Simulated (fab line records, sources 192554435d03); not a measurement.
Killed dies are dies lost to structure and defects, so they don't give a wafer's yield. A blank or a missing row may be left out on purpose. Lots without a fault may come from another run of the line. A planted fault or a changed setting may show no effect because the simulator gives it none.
Chamber matching | flow n5_finfet | N5_MIM_BOT_ETCH_STRIP_01 on rie_diel-04: 4 sister chambers
The step strips in O2. 7 wafers are shown with their chamber, then 7 later ones without.

WAFERS WITH THEIR CHAMBER
wafer  | chamber | showerhead_plenum_p_Torr (Torr) | drypump_motor_current_A (A)
L077.1 | 3       | 2.06                            | 6.5
L077.2 | 2       | 2.02                            | 6.0
L083.2 | 0       | 2.19                            | 6.2
L083.4 | 1       | 2.04                            | 6.0
L083.6 | 1       | 2.04                            | 6.1
L091.1 | 2       | 2.01                            | 5.9
L091.2 | 0       | 2.19                            | 6.1

WAFERS WITHOUT THEIR CHAMBER
wafer  | showerhead_plenum_p_Torr (Torr) | drypump_motor_current_A (A)
L091.3 | 2.05                            | 6.4
L091.4 | 2.01                            | 5.9
L091.5 | 2.19                            | 6.2
L091.6 | 2.05                            | 6.5
L095.2 | 2.01                            | 5.9
L095.3 | 2.04                            | 6.5
L095.6 | 2.04                            | 6.5

WHICH CHAMBER EACH WENT THROUGH
wafer  | from the rows above     | in truth
L091.3 | 3                       | 3
L091.4 | 2                       | 2
L091.5 | 0                       | 0
L091.6 | 3                       | 3
L095.2 | 2                       | 2
L095.3 | can't be placed: 3 or 1 | 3
L095.6 | can't be placed: 3 or 1 | 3
Placed correctly: 5 of 7. Can't be placed from these rows: 2 (the true chamber is among the candidates in 2). Placed wrongly: 0.
How it was worked out, from the rows above alone: a wafer's distance from a chamber is the root of the sum, over the readings, of the square of ((its reading less the chamber's mean) divided by the reading's scatter). The wafer belongs to the nearest chamber; if the next one is less than 2 further off, it can't be placed. A chamber's mean is the mean of its shown wafers. The scatter: the root of (the sum of the squares of (reading less its chamber's mean) over the shown wafers, divided by (wafers less chambers)).
